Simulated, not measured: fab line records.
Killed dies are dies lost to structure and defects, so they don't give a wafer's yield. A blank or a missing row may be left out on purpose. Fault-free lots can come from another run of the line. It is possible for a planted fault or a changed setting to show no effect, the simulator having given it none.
Which tool is to blame? :: flow nandHarc :: Sampling: 13 lots, 39 wafers, 5 of 1159 route steps

## WHAT EACH GAUGE READ, for each wafer
NHARC_P_BONDPAD_CD_MEAS_13. Usual: cdNm at 500.2 nm, with a standard deviation of 2.5.
lot: L562
measured: day 6 20:40
on: cdSem-02
cdNm (nm): 498.7 498.1 496.8
flag: 

lot: L563
measured: day 6 20:48
on: cdSem-03
cdNm (nm): 495.5 500.7 499.2
flag: 

lot: L561
measured: day 6 20:52
on: cdSem-03
cdNm (nm): 502.6 501.6 499.9
flag: 

lot: L564
measured: day 7 06:17
on: cdSem-01
cdNm (nm): 500.7 500.6 499.0
flag: 

lot: L566
measured: day 7 13:53
on: cdSem-02
cdNm (nm): 501.0 501.0 499.2
flag: 

lot: L567
measured: day 7 20:55
on: cdSem-01
cdNm (nm): 502.0 499.9 502.2
flag: 

lot: L568
measured: day 8 07:09
on: cdSem-01
cdNm (nm): 498.3 499.5 498.6
flag: 

lot: L573
measured: day 9 13:53
on: cdSem-01
cdNm (nm): 497.2 498.9 497.8
flag: 

lot: L572
measured: day 9 17:00
on: cdSem-03
cdNm (nm): 500.5 497.8 496.9
flag: 

lot: L580
measured: day 11 01:55
on: cdSem-01
cdNm (nm): 502.5 503.7 500.2
flag: 

lot: L581
measured: day 11 05:14
on: cdSem-02
cdNm (nm): 501.0 500.2 501.1
flag: 

lot: L583
measured: day 11 20:52
on: cdSem-03
cdNm (nm): 497.7 500.1 500.0
flag: 

lot: L584
measured: day 11 23:59
on: cdSem-01
cdNm (nm): 499.6 499.8 502.2
flag: 

NHARC_A_ONON_D1_THK_MEAS_08: measures by ellipsometry. Usual: thkNm at 1000 nm, with a standard deviation of 12.
lot: L562
measured: day 7 23:45
on: filmMetro-02
thkNm (nm): 1001 1002 1000
flag: 

lot: L563
measured: day 7 23:39
on: filmMetro-02
thkNm (nm): 998 1000 1000
flag: 

lot: L561
measured: day 7 23:35
on: filmMetro-01
thkNm (nm): 1018 1020 1019
flag: 

lot: L564
measured: day 8 09:44
on: filmMetro-02
thkNm (nm): 1010 1010 1009
flag: 

lot: L566
measured: day 8 17:37
on: filmMetro-02
thkNm (nm): 988 987 988
flag: 

lot: L567
measured: day 9 03:24
on: filmMetro-01
thkNm (nm): 1006 1003 1002
flag: 

lot: L568
measured: day 9 11:02
on: filmMetro-01
thkNm (nm): 998 1001 996
flag: 

lot: L573
measured: day 10 17:32
on: filmMetro-02
thkNm (nm): 1014 1015 1012
flag: 

lot: L572
measured: day 10 17:31
on: filmMetro-01
thkNm (nm): 989 988 986
flag: 

lot: L580
measured: day 12 07:40
on: filmMetro-02
thkNm (nm): 1016 1018 1016
flag: 

lot: L581
measured: day 12 08:00
on: filmMetro-02
thkNm (nm): 984 984 986
flag: 

lot: L583
measured: day 13 02:07
on: filmMetro-01
thkNm (nm): 992 994 995
flag: 

lot: L584
measured: day 13 02:04
on: filmMetro-01
thkNm (nm): 996 995 995
flag: 

NHARC_A_ONON_D1_THK_MEAS_24: measures by ellipsometry. Usual: thkNm at 1003 nm, with a standard deviation of 11.
lot: L562
measured: day 8 10:05
on: filmMetro-02
thkNm (nm): 1000 997 999
flag: 

lot: L563
measured: day 8 10:13
on: filmMetro-01
thkNm (nm): 1002 1002 1003
flag: 

lot: L561
measured: day 8 09:57
on: filmMetro-01
thkNm (nm): 995 997 996
flag: 

lot: L564
measured: day 8 20:07
on: filmMetro-02
thkNm (nm): 992 994 993
flag: 

lot: L566
measured: day 9 04:07
on: filmMetro-02
thkNm (nm): 1003 1004 1004
flag: 

lot: L567
measured: day 9 13:14
on: filmMetro-02
thkNm (nm): 995 993 993
flag: 

lot: L568
measured: day 9 21:02
on: filmMetro-02
thkNm (nm): 1008 1009 1010
flag: 

lot: L573
measured: day 11 11:58
on: filmMetro-02
thkNm (nm): 1009 1010 1009
flag: 

lot: L572
measured: day 11 12:11
on: filmMetro-02
thkNm (nm): 1001 1003 1150
flag: OFF

lot: L580
measured: day 12 19:40
on: filmMetro-02
thkNm (nm): 1011 1014 1014
flag: 

lot: L581
measured: day 12 19:52
on: filmMetro-02
thkNm (nm): 1029 1029 1029
flag: 

lot: L583
measured: day 13 11:28
on: filmMetro-02
thkNm (nm): 992 994 994
flag: 

lot: L584
measured: day 13 11:28
on: filmMetro-01
thkNm (nm): 1006 1007 1007
flag: 

## TOOL THAT RAN EACH LOT (tool first, then ch and the chambers of the sampled wafers, then the start)
lot: L562
NHARC_P_BONDPAD_PVD_27: pvdSputter-02, day 7 23:45 or earlier
NHARC_A_ONON_D1_DEP_22: pecvdOnon-03 ch 0, day 8 09:34

lot: L563
NHARC_P_BONDPAD_PVD_27: pvdSputter-03, day 7 23:39 or earlier
NHARC_A_ONON_D1_DEP_22: pecvdOnon-02 ch 0, day 8 09:46

lot: L561
NHARC_P_BONDPAD_PVD_27: pvdSputter-02, day 7 23:35 or earlier
NHARC_A_ONON_D1_DEP_22: pecvdOnon-01 ch 0, day 8 09:26

lot: L564
NHARC_P_BONDPAD_PVD_27: pvdSputter-03, day 8 09:44 or earlier
NHARC_A_ONON_D1_DEP_22: pecvdOnon-03 ch 0, day 8 19:40

lot: L566
NHARC_P_BONDPAD_PVD_27: pvdSputter-02, day 8 17:37 or earlier
NHARC_A_ONON_D1_DEP_22: pecvdOnon-02 ch 0, day 9 03:43

lot: L567
NHARC_P_BONDPAD_PVD_27: pvdSputter-02, day 9 03:24 or earlier
NHARC_A_ONON_D1_DEP_22: pecvdOnon-03 ch 0, day 9 12:47

lot: L568
NHARC_P_BONDPAD_PVD_27: pvdSputter-01, day 9 11:02 or earlier
NHARC_A_ONON_D1_DEP_22: pecvdOnon-01 ch 0, day 9 20:35

lot: L573
NHARC_P_BONDPAD_PVD_27: pvdSputter-01, day 10 17:32 or earlier
NHARC_A_ONON_D1_DEP_22: pecvdOnon-03 ch 0, day 11 11:28

lot: L572
NHARC_P_BONDPAD_PVD_27: pvdSputter-01, day 10 17:31 or earlier
NHARC_A_ONON_D1_DEP_22: pecvdOnon-02 ch 0, day 11 11:47

lot: L580
NHARC_P_BONDPAD_PVD_27: pvdSputter-02, day 12 07:40 or earlier
NHARC_A_ONON_D1_DEP_22: pecvdOnon-01 ch 0, day 12 19:09

lot: L581
NHARC_P_BONDPAD_PVD_27: pvdSputter-01, day 12 08:00 or earlier
NHARC_A_ONON_D1_DEP_22: pecvdOnon-03 ch 0, day 12 19:21

lot: L583
NHARC_P_BONDPAD_PVD_27: pvdSputter-02, day 13 02:07 or earlier
NHARC_A_ONON_D1_DEP_22: pecvdOnon-03 ch 0, day 13 10:58

lot: L584
NHARC_P_BONDPAD_PVD_27: pvdSputter-02, day 13 02:04 or earlier
NHARC_A_ONON_D1_DEP_22: pecvdOnon-01 ch 0, day 13 11:01
- NHARC_P_BONDPAD_PVD_27: deposits Cu, target thk 30 nm, time 20.49 s.
- NHARC_A_ONON_D1_DEP_22: target thk 1000 nm.

## WHAT THE TOOLS THEMSELVES READ (means of the sampled wafers that have a number; where no wafer has one, the mark that the record gives instead)
NHARC_P_BONDPAD_PVD_27. Usual: throttleValvePct at 30.2 %, with a standard deviation of 0.83.
lot: L562
tool: pvdSputter-02
throttleValvePct (%): 30.7
flag: 

lot: L563
tool: pvdSputter-03
throttleValvePct (%): 29.7
flag: 

lot: L561
tool: pvdSputter-02
throttleValvePct (%): 30.7
flag: 

lot: L564
tool: pvdSputter-03
throttleValvePct (%): 29.7
flag: 

lot: L566
tool: pvdSputter-02
throttleValvePct (%): 30.7
flag: 

lot: L567
tool: pvdSputter-02
throttleValvePct (%): 30.6
flag: 

lot: L568
tool: pvdSputter-01
throttleValvePct (%): 30.0
flag: 

lot: L573
tool: pvdSputter-01
throttleValvePct (%): 30.4
flag: 

lot: L572
tool: pvdSputter-01
throttleValvePct (%): 30.9
flag: 

lot: L580
tool: pvdSputter-02
throttleValvePct (%): 30.1
flag: 

lot: L581
tool: pvdSputter-01
throttleValvePct (%): 30.0
flag: 

lot: L583
tool: pvdSputter-02
throttleValvePct (%): 30.3
flag: 

lot: L584
tool: pvdSputter-02
throttleValvePct (%): 29.9
flag: 

NHARC_A_ONON_D1_DEP_22. Usual: nh3FlowSccm at 499.7 sccm, with a standard deviation of 1.4.
lot: L562
tool: pecvdOnon-03
nh3FlowSccm (sccm): 498.2
flag: 

lot: L563
tool: pecvdOnon-02
nh3FlowSccm (sccm): 499.9
flag: 

lot: L561
tool: pecvdOnon-01
nh3FlowSccm (sccm): 497.1
flag: 

lot: L564
tool: pecvdOnon-03
nh3FlowSccm (sccm): 499.7
flag: 

lot: L566
tool: pecvdOnon-02
nh3FlowSccm (sccm): 501.2
flag: 

lot: L567
tool: pecvdOnon-03
nh3FlowSccm (sccm): 500.8
flag: 

lot: L568
tool: pecvdOnon-01
nh3FlowSccm (sccm): 501.4
flag: 

lot: L573
tool: pecvdOnon-03
nh3FlowSccm (sccm): 498.6
flag: 

lot: L572
tool: pecvdOnon-02
nh3FlowSccm (sccm): 498.9
flag: 

lot: L580
tool: pecvdOnon-01
nh3FlowSccm (sccm): 498.9
flag: 

lot: L581
tool: pecvdOnon-03
nh3FlowSccm (sccm): 500.6
flag: 

lot: L583
tool: pecvdOnon-03
nh3FlowSccm (sccm): 500.0
flag: 

lot: L584
tool: pecvdOnon-01
nh3FlowSccm (sccm): 497.6
flag: 

## THE ANSWER, worked out from the rows above alone
Rule: a lot is off if the mean of its wafers that have a number lies more than 3 standard deviations from the usual mean. A lot without any number at a reading at which 4 lots or more have one is off too. The other lots that the step has rows for count as sound. The gauges are gone through in route order, then the tools' own readings, and for those a lot's mean is taken as printed above. The first step at which some lot is off is used, and at that step the reading that is off furthest; a lot without a number counts as furthest.
Off: L572 (NHARC_A_ONON_D1_THK_MEAS_24, thkNm).
If a tool, at a process step before that reading, ran all the lots that are off and no sound lot after the first of them, it fits. The gauges at NHARC_A_ONON_D1_THK_MEAS_24 are tried like those tools. Because NHARC_P_BONDPAD_PVD_27 lacks a start for some lots, the hours and order of its lots are taken from NHARC_A_ONON_D1_THK_MEAS_08. One fits: NHARC_A_ONON_D1_DEP_22 on pecvdOnon-02. A fault onset in the window from L566 (day 9 03:43, its last sound lot) to L572 (day 11 11:47, its first lot off) fits.

## WHAT HAD BEEN PUT IN BY THE SIMULATOR
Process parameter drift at NHARC_A_ONON_D1_DEP_22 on pecvdOnon-02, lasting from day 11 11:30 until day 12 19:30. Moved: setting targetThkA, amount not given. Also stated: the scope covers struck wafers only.
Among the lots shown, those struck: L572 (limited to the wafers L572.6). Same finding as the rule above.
